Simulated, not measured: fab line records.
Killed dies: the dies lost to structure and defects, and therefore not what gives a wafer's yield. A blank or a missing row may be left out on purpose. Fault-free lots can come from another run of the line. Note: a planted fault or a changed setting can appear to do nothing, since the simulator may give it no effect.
What tool caused it? :: flow nand harc :: Sampling: 15 lots, 45 wafers, 4 of 1302 route steps

WHAT THE GAUGES READ, wafer by wafer
The record holds no reading of a measuring or inspecting step that can be judged against a usual standard deviation.

EACH LOT AND THE TOOL THAT RAN IT (in order: tool; ch and the chambers of the sampled wafers; start)
lot: L540
NHARC_A_CHANNEL_HOLE_D1_ETCH_20: har etch-01 ch 0,1, day 8 14:28
NHARC_A_CHANNEL_HOLE_D1_ETCH_24: har etch-01 ch 0,1, day 8 16:38
NHARC_A_CHANNEL_FILL_D1_ALD_02: ald hk-04 ch 1,2, day 8 23:47
NHARC_A_CHANNEL_FILL_D1_STRIP_28: rie diel-02 ch 1,2, day 10 00:16

lot: L543
NHARC_A_CHANNEL_HOLE_D1_ETCH_20: har etch-01 ch 0,1, day 9 17:56
NHARC_A_CHANNEL_HOLE_D1_ETCH_24: har etch-01 ch 0,1, day 9 19:56
NHARC_A_CHANNEL_FILL_D1_ALD_02: ald hk-04 ch 0,2,3, day 9 23:41
NHARC_A_CHANNEL_FILL_D1_STRIP_28: rie diel-02 ch 1,2,3, day 11 00:04

lot: L544
NHARC_A_CHANNEL_HOLE_D1_ETCH_20: har etch-01 ch 0,1, day 10 03:50
NHARC_A_CHANNEL_HOLE_D1_ETCH_24: har etch-01 ch 0,1, day 10 05:55
NHARC_A_CHANNEL_FILL_D1_ALD_02: ald hk-02 ch 0,2,3, day 10 09:34
NHARC_A_CHANNEL_FILL_D1_STRIP_28: rie diel-04 ch 0,2,3, day 11 10:10

lot: L546
NHARC_A_CHANNEL_HOLE_D1_ETCH_20: har etch-01 ch 0, day 10 19:35
NHARC_A_CHANNEL_HOLE_D1_ETCH_24: har etch-01 ch 0, day 10 21:37
NHARC_A_CHANNEL_FILL_D1_ALD_02: ald hk-03 ch 0,2, day 11 01:30
NHARC_A_CHANNEL_FILL_D1_STRIP_28: rie diel-04 ch 0,1,3, day 12 03:36

lot: L547
NHARC_A_CHANNEL_HOLE_D1_ETCH_20: har etch-01 ch 0,1, day 11 19:47
NHARC_A_CHANNEL_HOLE_D1_ETCH_24: har etch-01 ch 0,1, day 11 21:49
NHARC_A_CHANNEL_FILL_D1_ALD_02: ald hk-02 ch 1,2,3, day 12 01:35
NHARC_A_CHANNEL_FILL_D1_STRIP_28: rie diel-10 ch 0,1,3, day 13 02:33

lot: L548
NHARC_A_CHANNEL_HOLE_D1_ETCH_20: har etch-02 ch 0,1, day 11 23:41
NHARC_A_CHANNEL_HOLE_D1_ETCH_24: har etch-02 ch 0,1, day 12 01:46
NHARC_A_CHANNEL_FILL_D1_ALD_02: ald hk-02 ch 1,2, day 12 05:25
NHARC_A_CHANNEL_FILL_D1_STRIP_28: rie diel-02 ch 1,2,3, day 13 06:11

lot: L549
NHARC_A_CHANNEL_HOLE_D1_ETCH_20: har etch-01 ch 0,1, day 12 07:35
NHARC_A_CHANNEL_HOLE_D1_ETCH_24: har etch-01 ch 0,1, day 12 09:36
NHARC_A_CHANNEL_FILL_D1_ALD_02: ald hk-04 ch 1,2,3, day 12 13:40
NHARC_A_CHANNEL_FILL_D1_STRIP_28: rie diel-04 ch 2,3, day 13 14:09

lot: L550
NHARC_A_CHANNEL_HOLE_D1_ETCH_20: har etch-02 ch 0, day 12 19:49
NHARC_A_CHANNEL_HOLE_D1_ETCH_24: har etch-02 ch 0, day 13 00:01
NHARC_A_CHANNEL_FILL_D1_ALD_02: ald hk-04 ch 0,1,2, day 13 05:44
NHARC_A_CHANNEL_FILL_D1_STRIP_28: rie diel-04 ch 0,1, day 14 06:44

lot: L551
NHARC_A_CHANNEL_HOLE_D1_ETCH_20: har etch-01 ch 0,1, day 12 21:08
NHARC_A_CHANNEL_HOLE_D1_ETCH_24: har etch-01 ch 0,1, day 12 23:09
NHARC_A_CHANNEL_FILL_D1_ALD_02: ald hk-02 ch 0,1,2, day 13 02:56
NHARC_A_CHANNEL_FILL_D1_STRIP_28: rie diel-02 ch 0,2,3, day 14 06:44

lot: L556
NHARC_A_CHANNEL_HOLE_D1_ETCH_20: har etch-02 ch 0,1, day 15 10:25
NHARC_A_CHANNEL_HOLE_D1_ETCH_24: har etch-02 ch 0,1, day 15 12:34
NHARC_A_CHANNEL_FILL_D1_ALD_02: ald hk-03 ch 1,2,3, day 15 16:10
NHARC_A_CHANNEL_FILL_D1_STRIP_28: rie diel-02 ch 1,2, day 16 16:49

lot: L557
NHARC_A_CHANNEL_HOLE_D1_ETCH_20: har etch-01 ch 0,1, day 15 20:29
NHARC_A_CHANNEL_HOLE_D1_ETCH_24: har etch-01 ch 0,1, day 15 22:39
NHARC_A_CHANNEL_FILL_D1_ALD_02: ald hk-02 ch 0,1,3, day 16 02:16
NHARC_A_CHANNEL_FILL_D1_STRIP_28: rie diel-04 ch 1,2,3, day 17 03:11

lot: L558
NHARC_A_CHANNEL_HOLE_D1_ETCH_20: har etch-02 ch 0,1, day 15 22:40
NHARC_A_CHANNEL_HOLE_D1_ETCH_24: har etch-02 ch 0,1, day 16 00:42
NHARC_A_CHANNEL_FILL_D1_ALD_02: ald hk-04 ch 2,3, day 16 04:26
NHARC_A_CHANNEL_FILL_D1_STRIP_28: rie diel-10 ch 1,2,3, day 17 03:13

lot: L559
NHARC_A_CHANNEL_HOLE_D1_ETCH_20: har etch-02 ch 0,1, day 16 06:32
NHARC_A_CHANNEL_HOLE_D1_ETCH_24: har etch-02 ch 0,1, day 16 08:34
NHARC_A_CHANNEL_FILL_D1_ALD_02: ald hk-03 ch 0,3, day 16 14:08
NHARC_A_CHANNEL_FILL_D1_STRIP_28: rie diel-04 ch 2,3, day 17 14:20

lot: L561
NHARC_A_CHANNEL_HOLE_D1_ETCH_20: har etch-02 ch 0,1, day 17 10:29
NHARC_A_CHANNEL_HOLE_D1_ETCH_24: har etch-02 ch 0,1, day 17 12:36
NHARC_A_CHANNEL_FILL_D1_ALD_02: ald hk-04 ch 2,3, day 17 18:45
NHARC_A_CHANNEL_FILL_D1_STRIP_28: rie diel-10 ch 1,2,3, day 18 21:05

lot: L563
NHARC_A_CHANNEL_HOLE_D1_ETCH_20: har etch-02 ch 0,1, day 18 03:22
NHARC_A_CHANNEL_HOLE_D1_ETCH_24: har etch-02 ch 0,1, day 18 05:22
NHARC_A_CHANNEL_FILL_D1_ALD_02: ald hk-03 ch 0,2, day 18 09:14
NHARC_A_CHANNEL_FILL_D1_STRIP_28: rie diel-10 ch 1,2,3, day 19 09:28
- NHARC_A_CHANNEL_HOLE_D1_ETCH_20: etches the open film in C4F8/O2/Ar, time 361.9 s, target depth 1600 nm.
- NHARC_A_CHANNEL_HOLE_D1_ETCH_24: etches the open film in C4F8/O2/Ar, time 906.2 s, target depth 1500 nm.
- NHARC_A_CHANNEL_FILL_D1_ALD_02: deposits SiO2, target thk 6 nm, pulse time 10 s, ald cycles 60.
- NHARC_A_CHANNEL_FILL_D1_STRIP_28: strips in O2, time 20 s.

AS READ BY THE TOOLS THEMSELVES (means over the sampled wafers that have a number; for cases with no such wafer, the mark the record gives instead)
NHARC_A_CHANNEL_HOLE_D1_ETCH_20.
lot: L540
tool: har etch-01
drypump motor current A (A): 5.2
o2 flow sccm (sccm): 35.62
showerhead plenum p Torr (Torr): 3.68
throttle valve pct (%): 32.143

lot: L543
tool: har etch-01
drypump motor current A (A): 5.5
o2 flow sccm (sccm): 35.53
showerhead plenum p Torr (Torr): 3.61
throttle valve pct (%): 32.159

lot: L544
tool: har etch-01
drypump motor current A (A): 5.5
o2 flow sccm (sccm): 35.69
showerhead plenum p Torr (Torr): 3.61
throttle valve pct (%): 32.149

lot: L546
tool: har etch-01
drypump motor current A (A): 5.8
o2 flow sccm (sccm): 35.78
showerhead plenum p Torr (Torr): 3.56
throttle valve pct (%): 32.153

lot: L547
tool: har etch-01
drypump motor current A (A): 5.5
o2 flow sccm (sccm): 35.74
showerhead plenum p Torr (Torr): 3.60
throttle valve pct (%): 32.155

lot: L548
tool: har etch-02
drypump motor current A (A): 5.4
o2 flow sccm (sccm): 35.63
showerhead plenum p Torr (Torr): 3.71
throttle valve pct (%): 32.147

lot: L549
tool: har etch-01
drypump motor current A (A): 5.5
o2 flow sccm (sccm): 35.83
showerhead plenum p Torr (Torr): 3.59
throttle valve pct (%): 32.148

lot: L550
tool: har etch-02
drypump motor current A (A): 5.7
o2 flow sccm (sccm): 35.57
showerhead plenum p Torr (Torr): 3.64
throttle valve pct (%): 32.156

lot: L551
tool: har etch-01
drypump motor current A (A): 5.2
o2 flow sccm (sccm): 35.77
showerhead plenum p Torr (Torr): 3.65
throttle valve pct (%): 32.156

lot: L556
tool: har etch-02
drypump motor current A (A): 5.4
o2 flow sccm (sccm): 35.70
showerhead plenum p Torr (Torr): 3.69
throttle valve pct (%): 32.152

lot: L557
tool: har etch-01
drypump motor current A (A): 5.5
o2 flow sccm (sccm): 35.78
showerhead plenum p Torr (Torr): 3.57
throttle valve pct (%): 32.159

lot: L558
tool: har etch-02
drypump motor current A (A): 5.6
o2 flow sccm (sccm): 35.77
showerhead plenum p Torr (Torr): 3.65
throttle valve pct (%): 32.152

lot: L559
tool: har etch-02
drypump motor current A (A): 5.6
o2 flow sccm (sccm): 35.74
showerhead plenum p Torr (Torr): 3.65
throttle valve pct (%): 32.143

lot: L561
tool: har etch-02
drypump motor current A (A): 5.6
o2 flow sccm (sccm): 35.69
showerhead plenum p Torr (Torr): 3.64
throttle valve pct (%): 32.158

lot: L563
tool: har etch-02
drypump motor current A (A): 5.6
o2 flow sccm (sccm): 35.81
showerhead plenum p Torr (Torr): 3.64
throttle valve pct (%): 32.158

NHARC_A_CHANNEL_HOLE_D1_ETCH_24.
lot: L540
tool: har etch-01
drypump motor current A (A): 5.2
o2 flow sccm (sccm): 31.17
showerhead plenum p Torr (Torr): 3.67
throttle valve pct (%): 32.250

lot: L543
tool: har etch-01
drypump motor current A (A): 5.5
o2 flow sccm (sccm): 31.22
showerhead plenum p Torr (Torr): 3.61
throttle valve pct (%): 32.235

lot: L544
tool: har etch-01
drypump motor current A (A): 5.5
o2 flow sccm (sccm): 31.33
showerhead plenum p Torr (Torr): 3.61
throttle valve pct (%): 32.227

lot: L546
tool: har etch-01
drypump motor current A (A): 5.8
o2 flow sccm (sccm): 31.20
showerhead plenum p Torr (Torr): 3.55
throttle valve pct (%): 32.228

lot: L547
tool: har etch-01
drypump motor current A (A): 5.5
o2 flow sccm (sccm): 31.29
showerhead plenum p Torr (Torr): 3.60
throttle valve pct (%): 32.231

lot: L548
tool: har etch-02
drypump motor current A (A): 5.4
o2 flow sccm (sccm): 31.23
showerhead plenum p Torr (Torr): 3.71
throttle valve pct (%): 32.243

lot: L549
tool: har etch-01
drypump motor current A (A): 5.5
o2 flow sccm (sccm): 31.21
showerhead plenum p Torr (Torr): 3.59
throttle valve pct (%): 32.242

lot: L550
tool: har etch-02
drypump motor current A (A): 5.7
o2 flow sccm (sccm): 31.19
showerhead plenum p Torr (Torr): 3.64
throttle valve pct (%): 32.236

lot: L551
tool: har etch-01
drypump motor current A (A): 5.2
o2 flow sccm (sccm): 31.03
showerhead plenum p Torr (Torr): 3.64
throttle valve pct (%): 32.228

lot: L556
tool: har etch-02
drypump motor current A (A): 5.4
o2 flow sccm (sccm): 31.24
showerhead plenum p Torr (Torr): 3.69
throttle valve pct (%): 32.239

lot: L557
tool: har etch-01
drypump motor current A (A): 5.5
o2 flow sccm (sccm): 31.14
showerhead plenum p Torr (Torr): 3.56
throttle valve pct (%): 32.234

lot: L558
tool: har etch-02
drypump motor current A (A): 5.6
o2 flow sccm (sccm): 31.26
showerhead plenum p Torr (Torr): 3.64
throttle valve pct (%): 32.231

lot: L559
tool: har etch-02
drypump motor current A (A): 5.6
o2 flow sccm (sccm): 31.16
showerhead plenum p Torr (Torr): 3.64
throttle valve pct (%): 32.233

lot: L561
tool: har etch-02
drypump motor current A (A): 5.6
o2 flow sccm (sccm): 31.08
showerhead plenum p Torr (Torr): 3.64
throttle valve pct (%): 32.232

lot: L563
tool: har etch-02
drypump motor current A (A): 5.6
o2 flow sccm (sccm): 31.23
showerhead plenum p Torr (Torr): 3.63
throttle valve pct (%): 32.245

NHARC_A_CHANNEL_FILL_D1_ALD_02.
lot: L540
tool: ald hk-04
heater power outer w (W): 279
heater power w (W): 505
precursor pulse height rel: 1.003

lot: L543
tool: ald hk-04
heater power outer w (W): 285
heater power w (W): 476
precursor pulse height rel: 0.985

lot: L544
tool: ald hk-02
heater power outer w (W): 234
heater power w (W): 413
precursor pulse height rel: 0.998

lot: L546
tool: ald hk-03
heater power outer w (W): 255
heater power w (W): 464
precursor pulse height rel: 0.993

lot: L547
tool: ald hk-02
heater power outer w (W): 210
heater power w (W): 368
precursor pulse height rel: 0.996

lot: L548
tool: ald hk-02
heater power outer w (W): 210
heater power w (W): 366
precursor pulse height rel: 1.009

lot: L549
tool: ald hk-04
heater power outer w (W): 292
heater power w (W): 494
precursor pulse height rel: 0.996

lot: L550
tool: ald hk-04
heater power outer w (W): 266
heater power w (W): 483
precursor pulse height rel: 0.989

lot: L551
tool: ald hk-02
heater power outer w (W): 229
heater power w (W): 403
precursor pulse height rel: 1.004

lot: L556
tool: ald hk-03
heater power outer w (W): 254
heater power w (W): 456
precursor pulse height rel: 0.996

lot: L557
tool: ald hk-02
heater power outer w (W): -
heater power w (W): -
precursor pulse height rel: -

lot: L558
tool: ald hk-04
heater power outer w (W): -
heater power w (W): -
precursor pulse height rel: -

lot: L559
tool: ald hk-03
heater power outer w (W): -
heater power w (W): -
precursor pulse height rel: -

lot: L561
tool: ald hk-04
heater power outer w (W): 286
heater power w (W): 494
precursor pulse height rel: 1.008

lot: L563
tool: ald hk-03
heater power outer w (W): 249
heater power w (W): 455
precursor pulse height rel: 1.002

NHARC_A_CHANNEL_FILL_D1_STRIP_28.
lot: L540
tool: rie diel-02
drypump motor current A (A): 5.8
o2 flow sccm (sccm): 499.9
oes product au (a.u.): 1.002
rf vpp V (V): 58.7
showerhead plenum p Torr (Torr): 3.57
throttle valve pct (%): 17.036

lot: L543
tool: rie diel-02
drypump motor current A (A): 5.7
o2 flow sccm (sccm): 499.3
oes product au (a.u.): 0.995
rf vpp V (V): 57.1
showerhead plenum p Torr (Torr): 3.52
throttle valve pct (%): 17.036

lot: L544
tool: rie diel-04
drypump motor current A (A): 6.0
o2 flow sccm (sccm): 501.3
oes product au (a.u.): 1.009
rf vpp V (V): 57.9
showerhead plenum p Torr (Torr): 3.47
throttle valve pct (%): 17.034

lot: L546
tool: rie diel-04
drypump motor current A (A): 5.7
o2 flow sccm (sccm): 501.0
oes product au (a.u.): 1.003
rf vpp V (V): 56.6
showerhead plenum p Torr (Torr): 3.42
throttle valve pct (%): 17.044

lot: L547
tool: rie diel-10
drypump motor current A (A): 6.0
o2 flow sccm (sccm): 500.9
oes product au (a.u.): 1.002
rf vpp V (V): 57.7
showerhead plenum p Torr (Torr): 3.44
throttle valve pct (%): 17.040

lot: L548
tool: rie diel-02
drypump motor current A (A): 5.7
o2 flow sccm (sccm): 499.8
oes product au (a.u.): 0.998
rf vpp V (V): 58.1
showerhead plenum p Torr (Torr): 3.52
throttle valve pct (%): 17.037

lot: L549
tool: rie diel-04
drypump motor current A (A): 6.2
o2 flow sccm (sccm): 500.1
oes product au (a.u.): 0.994
rf vpp V (V): 57.3
showerhead plenum p Torr (Torr): 3.44
throttle valve pct (%): 17.046

lot: L550
tool: rie diel-04
drypump motor current A (A): 5.7
o2 flow sccm (sccm): 498.6
oes product au (a.u.): 1.010
rf vpp V (V): 57.4
showerhead plenum p Torr (Torr): 3.45
throttle valve pct (%): 17.037

lot: L551
tool: rie diel-02
drypump motor current A (A): 5.8
o2 flow sccm (sccm): 499.9
oes product au (a.u.): 0.993
rf vpp V (V): 57.6
showerhead plenum p Torr (Torr): 3.48
throttle valve pct (%): 17.044

lot: L556
tool: rie diel-02
drypump motor current A (A): 5.8
o2 flow sccm (sccm): 498.0
oes product au (a.u.): 0.989
rf vpp V (V): 57.9
showerhead plenum p Torr (Torr): 3.57
throttle valve pct (%): 17.033

lot: L557
tool: rie diel-04
drypump motor current A (A): 5.9
o2 flow sccm (sccm): 499.7
oes product au (a.u.): 0.996
rf vpp V (V): 57.2
showerhead plenum p Torr (Torr): 3.39
throttle valve pct (%): 17.032

lot: L558
tool: rie diel-10
drypump motor current A (A): 5.8
o2 flow sccm (sccm): 500.5
oes product au (a.u.): 0.996
rf vpp V (V): 56.9
showerhead plenum p Torr (Torr): 3.42
throttle valve pct (%): 17.025

lot: L559
tool: rie diel-04
drypump motor current A (A): 5.9
o2 flow sccm (sccm): 501.0
oes product au (a.u.): 1.005
rf vpp V (V): 57.1
showerhead plenum p Torr (Torr): 3.43
throttle valve pct (%): 17.041

lot: L561
tool: rie diel-10
drypump motor current A (A): 5.7
o2 flow sccm (sccm): 501.5
oes product au (a.u.): 0.998
rf vpp V (V): 58.2
showerhead plenum p Torr (Torr): 3.42
throttle valve pct (%): 17.035

lot: L563
tool: rie diel-10
drypump motor current A (A): 5.7
o2 flow sccm (sccm): 500.6
oes product au (a.u.): 0.989
rf vpp V (V): 58.4
showerhead plenum p Torr (Torr): 3.42
throttle valve pct (%): 17.038

THE ANSWER, worked out from the rows above alone
Rule: what is usual is taken from the lots themselves. Put in order of their means at a reading, lots are off if they are a third of the lots or fewer, leave a main group of 4 or more, and stand apart from it by a gap of 3 or more times the standard deviation of the main group's means; of several such gaps the widest counts. A main group is skipped when, at the precision printed for the reading in the tables above, its means are all equal. Also off: a lot with no number at a reading for which 4 or more lots have one. The other lots that the step has rows for count as sound. After the gauges, taken in route order, come the tools' own readings; for these a lot's mean is taken, as printed above. The first step at which some lot is off is used, and at that step the reading that is off furthest; a lot without a number counts as furthest.
Off at NHARC_A_CHANNEL_FILL_D1_ALD_02 (heater power outer w): L557, L558, L559. Without a number there: L557, L558, L559. The main group has a mean of 254 W with a standard deviation of 28.
If a tool, at that step or one of the process steps before it, ran each lot that is off and ran no sound lot following the first of them, it fits. Not one of the candidates tried fits.

WHAT HAD BEEN PUT IN BY THE SIMULATOR
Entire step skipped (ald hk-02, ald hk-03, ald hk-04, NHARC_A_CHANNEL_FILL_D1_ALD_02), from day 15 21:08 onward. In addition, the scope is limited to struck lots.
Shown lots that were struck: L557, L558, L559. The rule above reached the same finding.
